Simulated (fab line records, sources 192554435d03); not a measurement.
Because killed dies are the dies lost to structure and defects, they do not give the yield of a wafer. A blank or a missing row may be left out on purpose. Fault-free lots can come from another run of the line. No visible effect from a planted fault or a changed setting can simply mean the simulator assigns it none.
The tool behind it: which one?	flow n5Finfet	24 lots, 72 wafers sampled, at 6 steps of a route of 1938

## WHAT THE GAUGES READ, wafer by wafer
N5_MOL_CONTACT_COAG_CD_MEAS_40: the cd target is 25.1 nm.
lot	measured	on	cdNm (nm)
L074	day 5 06:52	cdSem-03	25.48 25.39 25.08
L075	day 5 10:19	cdSem-03	25.20 24.76 25.64
L076	day 5 17:52	cdSem-01	25.40 25.38 25.36
L077	day 5 20:08	cdSem-01	25.13 25.62 25.42
L078	day 6 02:20	cdSem-02	24.43 25.01 24.62
L079	day 6 09:42	cdSem-03	24.88 25.14 25.22
L080	day 6 13:13	cdSem-02	25.27 25.68 25.25
L081	day 7 00:17	cdSem-01	25.02 25.16 25.46
L082	day 7 12:43	cdSem-01	25.11 24.99 24.62
L083	day 7 15:56	cdSem-03	25.39 24.97 25.36
L084	day 7 19:22	cdSem-03	24.96 25.02 24.98
L085	day 7 19:38	cdSem-03	24.83 24.84 24.78
L086	day 8 07:52	cdSem-01	25.22 24.91 25.06
L087	day 8 13:26	cdSem-02	25.10 25.47 25.10
L088	day 8 16:34	cdSem-01	24.97 25.22 24.67
L089	day 8 21:16	cdSem-01	25.27 24.64 25.19
L090	day 9 02:46	cdSem-03	24.96 25.16 25.38
L091	day 9 08:24	cdSem-02	24.81 24.62 25.26
L092	day 9 18:11	cdSem-02	25.10 24.95 25.24
L093	day 9 23:26	cdSem-01	25.38 25.17 25.12
L094	day 10 02:55	cdSem-01	25.23 25.13 25.09
L095	day 10 13:37	cdSem-02	24.86 24.97 25.18
L096	day 10 17:25	cdSem-01	24.77 24.98 24.87
L097	day 10 22:35	cdSem-02	25.30 25.13 24.86

N5_BEOL_M0_SAQP_OVL_MEAS_15.
lot	measured	on	M0_CORE_OVL (nm)
L074	day 5 13:47	overlay-02	-0.5 1.0 -0.2
L075	day 5 18:34	overlay-02	-0.7 -0.8 -1.1
L076	day 6 00:31	overlay-01	-1.1 0.4 -0.1
L077	day 6 04:04	overlay-02	-0.4 0.4 0.6
L078	day 6 11:02	overlay-01	-0.2 2.1 0.1
L079	day 6 19:35	overlay-01	-0.3 -0.9 -0.2
L080	day 6 19:49	overlay-02	1.3 1.7 1.3
L081	day 7 08:01	overlay-02	0.5 0.5 0.4
L082	day 7 19:07	overlay-01	0.2 0.7 -0.1
L083	day 7 22:13	overlay-02	0.7 -0.2 0.9
L084	day 8 03:20	overlay-01	0.3 0.8 -0.2
L085	day 8 04:50	overlay-02	0.1 0.8 0.3
L086	day 8 13:53	overlay-01	2.0 2.6 1.7
L087	day 8 20:47	overlay-01	0.3 1.1 0.4
L088	day 9 00:58	overlay-01	0.7 0.6 -0.1
L089	day 9 04:53	overlay-01	0.0 -0.1 -0.7
L090	day 9 09:58	overlay-01	-0.4 0.1 0.1
L091	day 9 16:11	overlay-01	-1.0 0.2 0.3
L092	day 10 01:28	overlay-02	0.2 -0.6 -0.1
L093	day 10 07:01	overlay-01	-0.2 0.4 1.4
L094	day 10 10:51	overlay-02	0.1 0.5 0.5
L095	day 10 22:52	overlay-01	-0.5 -0.8 0.0
L096	day 11 00:22	overlay-01	0.9 0.9 -0.4
L097	day 11 05:25	overlay-02	0.8 0.3 0.1

## EACH LOT AND THE TOOL THAT RAN IT (in order: tool; ch and the chambers of the sampled wafers; start)
lot	N5_MOL_CONTACT_COAG_ETCH_110	N5_MOL_CONTACT_COAG_ANNEAL_113	N5_MOL_CONTACT_COAG_SPUTTER_130	N5_MOL_CONTACT_COAG_VIA_ETCH_46
L074	rieDiel-04 ch 0,3, day 4 16:35	rtpAnneal-01 ch 0, day 4 19:49	pvdSputter-03, day 5 00:33	rieDiel-04 ch 0,1,2, day 5 06:04
L075	rieDiel-04 ch 1,2,3, day 4 20:46	rtpAnneal-02 ch 0, day 5 01:55	pvdSputter-01, day 5 04:19	rieDiel-05 ch 0,1,3, day 5 09:40
L076	rieDiel-05 ch 0,2,3, day 5 06:49	rtpAnneal-02 ch 0, day 5 09:52	pvdSputter-01, day 5 12:36	rieDiel-05 ch 0,1,2, day 5 17:11
L077	rieDiel-04 ch 1,2,3, day 5 10:07	rtpAnneal-01 ch 0, day 5 13:28	pvdSputter-02, day 5 15:01	rieDiel-04 ch 0,1, day 5 19:29
L078	rieDiel-01 ch 0,1, day 5 16:44	rtpAnneal-02 ch 0, day 5 19:16	pvdSputter-01, day 5 20:26	rieDiel-04 ch 0,1,3, day 6 01:33
L079	rieDiel-04 ch 1,2,3, day 5 21:16	rtpAnneal-02 ch 0, day 6 00:43	pvdSputter-02, day 6 03:05	rieDiel-05 ch 1,2, day 6 09:03
L080	rieDiel-04 ch 0,2,3, day 6 03:06	rtpAnneal-02 ch 0, day 6 05:41	pvdSputter-03, day 6 07:36	rieDiel-04 ch 1,3, day 6 12:34
L081	rieDiel-01 ch 1,2, day 6 10:56	rtpAnneal-01 ch 0, day 6 14:03	pvdSputter-01, day 6 18:38	rieDiel-05 ch 0,1,2, day 6 23:31
L082	rieDiel-04 ch 2,3, day 7 00:28	rtpAnneal-02 ch 0, day 7 04:18	pvdSputter-01, day 7 07:10	rieDiel-04 ch 0,2, day 7 11:56
L083	rieDiel-05 ch 0,3, day 7 04:38	rtpAnneal-02 ch 0, day 7 09:14	pvdSputter-03, day 7 10:55	rieDiel-05 ch 0,2,3, day 7 15:16
L084	rieDiel-04 ch 0,3, day 7 07:29	rtpAnneal-01 ch 0, day 7 11:28	pvdSputter-02, day 7 14:14	rieDiel-01 ch 0,2, day 7 18:43
L085	rieDiel-01 ch 2,3, day 7 09:25	rtpAnneal-02 ch 0, day 7 12:10	pvdSputter-02, day 7 14:29	rieDiel-05 ch 0,1,3, day 7 18:59
L086	rieDiel-04 ch 1,2,3, day 7 19:28	rtpAnneal-02 ch 0, day 7 22:17	pvdSputter-01, day 8 02:15	rieDiel-01 ch 2,3, day 8 07:12
L087	rieDiel-05 ch 0,1, day 8 01:21	rtpAnneal-02 ch 0, day 8 04:08	pvdSputter-02, day 8 06:02	rieDiel-01 ch 2,3, day 8 12:47
L088	rieDiel-05 ch 2,3, day 8 02:19	rtpAnneal-01 ch 0, day 8 06:28	pvdSputter-01, day 8 10:43	rieDiel-05 ch 0,2, day 8 15:54
L089	rieDiel-01 ch 0,1, day 8 09:32	rtpAnneal-02 ch 0, day 8 13:19	pvdSputter-03, day 8 14:51	rieDiel-05 ch 0,1,3, day 8 20:29
L090	rieDiel-01 ch 0,3, day 8 14:45	rtpAnneal-01 ch 0, day 8 18:56	pvdSputter-03, day 8 21:14	rieDiel-04 ch 1,3, day 9 01:59
L091	rieDiel-01 ch 0,1, day 8 22:03	rtpAnneal-02 ch 0, day 9 01:56	pvdSputter-01, day 9 03:08	rieDiel-04 ch 1,2,3, day 9 07:46
L092	rieDiel-04 ch 2,3, day 9 06:39	rtpAnneal-01 ch 0, day 9 10:22	pvdSputter-02, day 9 12:47	rieDiel-05 ch 1,2,3, day 9 17:32
L093	rieDiel-05 ch 1,2,3, day 9 10:45	rtpAnneal-01 ch 0, day 9 16:22	pvdSputter-01, day 9 18:20	rieDiel-04 ch 0,2,3, day 9 22:47
L094	rieDiel-04 ch 0,2,3, day 9 17:30	rtpAnneal-01 ch 0, day 9 19:58	pvdSputter-01, day 9 21:55	rieDiel-01 ch 1,3, day 10 02:16
L095	rieDiel-04 ch 1,2,3, day 9 21:57	rtpAnneal-02 ch 0, day 10 01:47	pvdSputter-01, day 10 04:22	rieDiel-01 ch 1,3, day 10 12:58
L096	rieDiel-04 ch 0,1,2, day 10 06:43	rtpAnneal-02 ch 0, day 10 10:37	pvdSputter-03, day 10 12:02	rieDiel-01 ch 0,1, day 10 16:38
L097	rieDiel-04 ch 0,1,3, day 10 13:09	rtpAnneal-02 ch 0, day 10 15:35	pvdSputter-02, day 10 17:23	rieDiel-05 ch 2,3, day 10 21:56
- N5_MOL_CONTACT_COAG_ETCH_110: etches Si in CF4/O2, target depth 2.5 nm, time 8 s.
- N5_MOL_CONTACT_COAG_ANNEAL_113: time 300 s.
- N5_MOL_CONTACT_COAG_SPUTTER_130: material Co, target thk 47.5 nm.
- N5_MOL_CONTACT_COAG_VIA_ETCH_46: etches SiO2 in C4F6/O2, target depth 46 nm, overetch 9.2 nm, time 40 s.

## WHAT THE TOOLS THEMSELVES READ (means of the sampled wafers that have a number; where no wafer has one, the mark that the record gives instead)
N5_MOL_CONTACT_COAG_ETCH_110.
lot	tool	drypumpMotorCurrentA (A)	oesProductAu (a.u.)	rfFwdPowerW (W)	rfVppV (V)	showerheadPlenumPTorr (Torr)	throttleValvePct (%)
L074	rieDiel-04	5.0	0.72	199.0	135	2.28	11.08
L075	rieDiel-04	5.2	0.71	198.4	130	2.19	10.83
L076	rieDiel-05	5.4	0.77	198.3	127	2.19	10.64
L077	rieDiel-04	5.1	0.70	198.5	130	2.19	10.84
L078	rieDiel-01	4.8	0.70	198.1	131	2.24	11.03
L079	rieDiel-04	5.1	0.70	198.8	129	2.19	10.86
L080	rieDiel-04	5.2	0.72	199.0	129	2.22	10.96
L081	rieDiel-01	5.2	0.71	198.2	124	2.26	10.91
L082	rieDiel-04	5.0	0.71	198.2	132	2.26	10.93
L083	rieDiel-05	5.3	0.83	198.2	124	2.14	10.63
L084	rieDiel-04	5.1	0.69	198.6	134	2.28	11.15
L085	rieDiel-01	5.8	0.66	198.6	126	2.18	10.95
L086	rieDiel-04	5.2	0.69	198.2	130	2.18	10.91
L087	rieDiel-05	6.1	0.87	198.5	130	2.16	10.42
L088	rieDiel-05	5.0	0.77	198.2	124	2.17	10.70
L089	rieDiel-01	4.8	0.87	197.2	131	2.23	10.61
L090	rieDiel-01	4.9	0.76	197.1	130	2.19	10.70
L091	rieDiel-01	4.8	0.86	198.1	132	2.23	10.61
L092	rieDiel-04	5.2	0.70	198.2	128	2.19	10.84
L093	rieDiel-05	5.5	0.76	199.2	127	2.17	10.72
L094	rieDiel-04	5.2	0.79	198.9	129	2.21	10.81
L095	rieDiel-04	5.1	0.76	198.8	131	2.26	10.73
L096	rieDiel-04	5.4	0.85	198.5	128	2.22	10.54
L097	rieDiel-04	5.2	0.84	199.1	133	2.28	10.70

N5_MOL_CONTACT_COAG_ANNEAL_113.
lot	tool	lampPowerPct (%)	lamp_zone_3_pct (%)	wafer_temp_C_max
L074	rtpAnneal-01	3.01	3.01	401.1
L075	rtpAnneal-02	2.68	2.68	402.3
L076	rtpAnneal-02	2.68	2.68	401.9
L077	rtpAnneal-01	3.01	3.01	401.4
L078	rtpAnneal-02	2.68	2.67	402.1
L079	rtpAnneal-02	2.67	2.68	402.7
L080	rtpAnneal-02	2.67	2.68	402.4
L081	rtpAnneal-01	3.01	3.01	401.5
L082	rtpAnneal-02	2.68	2.68	401.9
L083	rtpAnneal-02	2.68	2.68	401.5
L084	rtpAnneal-01	3.01	3.01	401.5
L085	rtpAnneal-02	2.68	2.68	401.7
L086	rtpAnneal-02	2.68	2.68	402.2
L087	rtpAnneal-02	2.67	2.68	402.2
L088	rtpAnneal-01	3.01	3.01	401.3
L089	rtpAnneal-02	2.68	2.68	402.7
L090	rtpAnneal-01	3.01	3.01	401.2
L091	rtpAnneal-02	2.68	2.68	401.9
L092	rtpAnneal-01	3.01	3.01	401.3
L093	rtpAnneal-01	3.01	3.01	401.7
L094	rtpAnneal-01	3.01	3.01	401.4
L095	rtpAnneal-02	2.68	2.68	401.8
L096	rtpAnneal-02	2.68	2.68	401.9
L097	rtpAnneal-02	2.68	2.68	402.0

N5_MOL_CONTACT_COAG_SPUTTER_130.
lot	tool	throttleValvePct (%)
L074	pvdSputter-03	30.2
L075	pvdSputter-01	29.7
L076	pvdSputter-01	29.8
L077	pvdSputter-02	30.5
L078	pvdSputter-01	29.9
L079	pvdSputter-02	30.7
L080	pvdSputter-03	29.4
L081	pvdSputter-01	30.7
L082	pvdSputter-01	29.8
L083	pvdSputter-03	29.9
L084	pvdSputter-02	30.4
L085	pvdSputter-02	30.2
L086	pvdSputter-01	30.3
L087	pvdSputter-02	30.8
L088	pvdSputter-01	30.8
L089	pvdSputter-03	30.1
L090	pvdSputter-03	29.3
L091	pvdSputter-01	30.7
L092	pvdSputter-02	30.5
L093	pvdSputter-01	30.0
L094	pvdSputter-01	30.6
L095	pvdSputter-01	29.8
L096	pvdSputter-03	30.1
L097	pvdSputter-02	30.3

N5_MOL_CONTACT_COAG_VIA_ETCH_46.
lot	tool	drypumpMotorCurrentA (A)	oesProductAu (a.u.)	rfFwdPowerW (W)	rfVppV (V)	showerheadPlenumPTorr (Torr)	throttleValvePct (%)
L074	rieDiel-04	5.4	0.63	322.7	1589	2.73	40.7
L075	rieDiel-05	5.7	0.65	324.2	1579	2.76	40.9
L076	rieDiel-05	5.9	0.69	323.3	1602	2.81	40.7
L077	rieDiel-04	5.4	0.61	324.2	1614	2.72	40.4
L078	rieDiel-04	5.2	0.64	323.5	1635	2.81	41.1
L079	rieDiel-05	6.0	0.71	324.3	1600	2.80	41.3
L080	rieDiel-04	5.2	0.62	322.9	1636	2.76	40.6
L081	rieDiel-05	5.8	0.76	323.0	1601	2.80	40.7
L082	rieDiel-04	5.3	0.64	322.7	1564	2.74	41.1
L083	rieDiel-05	5.3	0.74	323.7	1576	2.80	40.6
L084	rieDiel-01	5.4	0.77	322.6	1622	2.80	41.0
L085	rieDiel-05	5.7	0.72	322.4	1578	2.75	40.9
L086	rieDiel-01	5.8	0.60	321.6	1563	2.77	40.1
L087	rieDiel-01	5.3	0.61	322.6	1580	2.77	40.1
L088	rieDiel-05	5.5	0.77	323.3	1600	2.84	40.4
L089	rieDiel-05	5.8	0.71	322.7	1576	2.75	40.9
L090	rieDiel-04	5.0	0.69	323.3	1664	2.96	41.5
L091	rieDiel-04	5.2	0.69	322.8	1619	2.88	41.2
L092	rieDiel-05	5.5	0.68	323.3	1574	2.78	41.1
L093	rieDiel-04	5.2	0.71	322.6	1611	2.81	41.5
L094	rieDiel-01	4.8	0.71	323.1	1556	2.87	41.1
L095	rieDiel-01	4.8	0.71	322.0	1557	2.87	41.1
L096	rieDiel-01	4.8	0.74	322.7	1618	2.84	41.5
L097	rieDiel-05	5.0	0.66	322.6	1549	2.77	40.9

## THE ANSWER, worked out from the rows above alone
Rule: the usual values come from the lots themselves. Put in order of their means at a reading, lots are off if they are a third of the lots or fewer, leave a main group of 4 or more, and stand apart from it by a gap of 3 or more times the standard deviation of the main group's means; of several such gaps the widest counts. A main group whose means are all the same, to the digits that the tables above print for the reading, isn't used. A lot without any number at a reading at which 4 lots or more have one is off too. All remaining lots with rows at the step are treated as sound. Order of review: gauges by route order, followed by the tools' own readings, for which a lot's mean as printed above is used. The first step at which some lot is off is used, and at that step the reading that is off furthest; a lot without a number counts as furthest.
Across all readings shown, no lot is off: no conclusion can be drawn from this.

## WHAT THE SIMULATOR PUT IN
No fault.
